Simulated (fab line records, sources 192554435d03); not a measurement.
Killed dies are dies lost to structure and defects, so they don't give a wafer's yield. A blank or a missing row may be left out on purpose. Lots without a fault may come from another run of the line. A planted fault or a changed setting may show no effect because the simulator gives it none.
A struck lot beside a sound one | flow n5_finfet | 36 steps out of a route of 1938
Sound: wafers L529.3, L529.4, L529.5. Struck: wafers L519.1, L519.4, L519.6. The cause comes at the end.
At each step with rows: each side's tool, then ch and its chambers, then its first start. Under that, the readings that differ: sound wafers | struck wafers | difference of the means | sigmas: that difference in standard deviations of wafers without a fault.
alike: readings whose means differ by less than 2 such deviations, and words and numbers that are the same on both sides. not compared: withheld readings, readings that some wafer has no value for, bounds like >300 that may hide the same value, and numbers for which the record gives no deviation and whose values overlap.
The two part at a step that has a row with sigmas, a row that says differs or no value, or rows on one side only. Numbers that don't overlap but have no deviation are shown without sigmas and don't part them. A reading that every wafer of one side lacks parts them only if that side has two wafers or more.

first, 9 steps without rows for these wafers: N5_STI_FIN_REVEAL_PRECLEAN_18 (cleans in SC2, time 45 s); N5_STI_FIN_REVEAL_SRD_28 (time 30 s); N5_DUMMY_GATE_PRECLEAN_00 (cleans in O3/DIW, time 60 s); N5_DUMMY_GATE_SRD_01 (time 30 s); N5_DUMMY_GATE_ALD_02 (deposits SiO2, target thk 2 nm, pulse time 1 s); N5_DUMMY_GATE_CVD_03 (deposits a-Si from SiH4, target thk 150 nm, time 8042 s); N5_DUMMY_GATE_PRECLEAN_46 (cleans in DIW, time 89.5 s); N5_DUMMY_GATE_SRD_47 (dry time 32 s); N5_DUMMY_GATE_CMP_04 (polishes a-Si).
N5_DUMMY_GATE_HM_DEP_06: deposits SiNx from DCS/NH3, target thk 80 nm, time 5141 s.
  sound on lpcvd-01 ch 0/75,0/79,0/84, day 8 13:20; struck on lpcvd-02 ch 0/40,0/54,0/64, day 6 02:12
  reading                                        | sound        | struck          | difference | sigmas
  model.SiNx_of_DUMMY_GATE_HM_DEP_06.thk_nm (nm) | 80.2 81 79.8 | 145.4 145 144.4 | +64.6      |
then, 24 steps without rows for these wafers: N5_DUMMY_GATE_PECVD_30 (deposits SiO2 from TEOS/O2, target thk 55 nm, time 10.8 s); N5_DUMMY_GATE_COAT_34 (time 60 s, resist thk 60 nm); N5_DUMMY_GATE_COAT_35 (time 60 s, resist thk 10 nm); N5_DUMMY_GATE_COAT_28 (time 60 s, resist thk 10 nm); N5_DUMMY_GATE_COAT_09 (resist thk 30 nm); N5_DUMMY_GATE_EBR_11; N5_DUMMY_GATE_SOFTBAKE_10 (time 60 s); N5_DUMMY_GATE_EXPOSE_12 (exposes mask GATE, target cd 25 nm); N5_DUMMY_GATE_PEB_13 (peb time 60 s); N5_DUMMY_GATE_DEVELOP_14 (develop time 30 s); N5_DUMMY_GATE_DESCUM_20 (chemistry O2, time 6.2 s); N5_DUMMY_GATE_ETCH_29 (etches underlayer in N2/H2, target depth 13 nm); N5_DUMMY_GATE_ETCH_36 (etches SiARC in CF4, target depth 13 nm); N5_DUMMY_GATE_ETCH_37 (etches SOC in N2/H2, target depth 60 nm, overetch 30 nm); N5_DUMMY_GATE_STRIP_38 (strips in N2/H2); N5_DUMMY_GATE_STRIP_39 (strips in N2/H2); N5_DUMMY_GATE_TRIM_49 (chemistry O2, time 29 s, target cd 14 nm); N5_DUMMY_GATE_STRIP_40 (strips in CF4); N5_DUMMY_GATE_ETCH_31 (etches SiO2 in C4F6/O2, target depth 82.5 nm, time 27.5 s); N5_DUMMY_GATE_STRIP_41 (strips in O2); N5_DUMMY_GATE_HM_OPEN_21 (chemistry CH3F/O2, target SiNx, target depth 120 nm, time 171.4 s); N5_DUMMY_GATE_ETCH_32 (etches SiO2 in CF4, target depth 3.5 nm, time 3.9 s); N5_DUMMY_GATE_ETCH_23 (etches poly-Si in HBr/Cl2/O2, target depth 41 nm, time 22.3 s); N5_DUMMY_GATE_ETCH_44 (etches poly-Si in HBr/O2, stops on SiO2, target depth 127.5 nm).
N5_ILD0_CMP_03: polishes, stops on SiNx, t overpolish 1.9 s, target thk 197.38 nm.
  sound on cmp-02 ch 1,2,3, day 9 10:27; struck on cmp-03 ch 0,2,3, day 6 20:25
  reading                                        | sound        | struck          | difference | sigmas
  model.SiNx_of_DUMMY_GATE_HM_DEP_06.thk_nm (nm) | 77 77.8 76.8 | 142.4 142 141.4 | +64.7      |
  alike: motor_current_A, overpolish_run_s, time_to_endpoint_s
  not compared: pad_life_wafers
-- the record jumps here: 5 days lie between the struck wafers' starts before and after (it left off in module ILD0 and takes up again in module BEOL_M4, whose first step shown is number 1111 of the route) --
N5_BEOL_M4_RC_MEAS_101:
  sound on prober-01 ch 0, day 13 18:26; struck on prober-01 ch 0, day 11 11:40
  alike: DIBL_N, DIBL_P, IOFF_N, IOFF_P, ION_N, ION_P, SS_N, SS_P, VT_N, VT_P

WHERE THEY PART
Nowhere in this record.

WHY: what the simulator had put in
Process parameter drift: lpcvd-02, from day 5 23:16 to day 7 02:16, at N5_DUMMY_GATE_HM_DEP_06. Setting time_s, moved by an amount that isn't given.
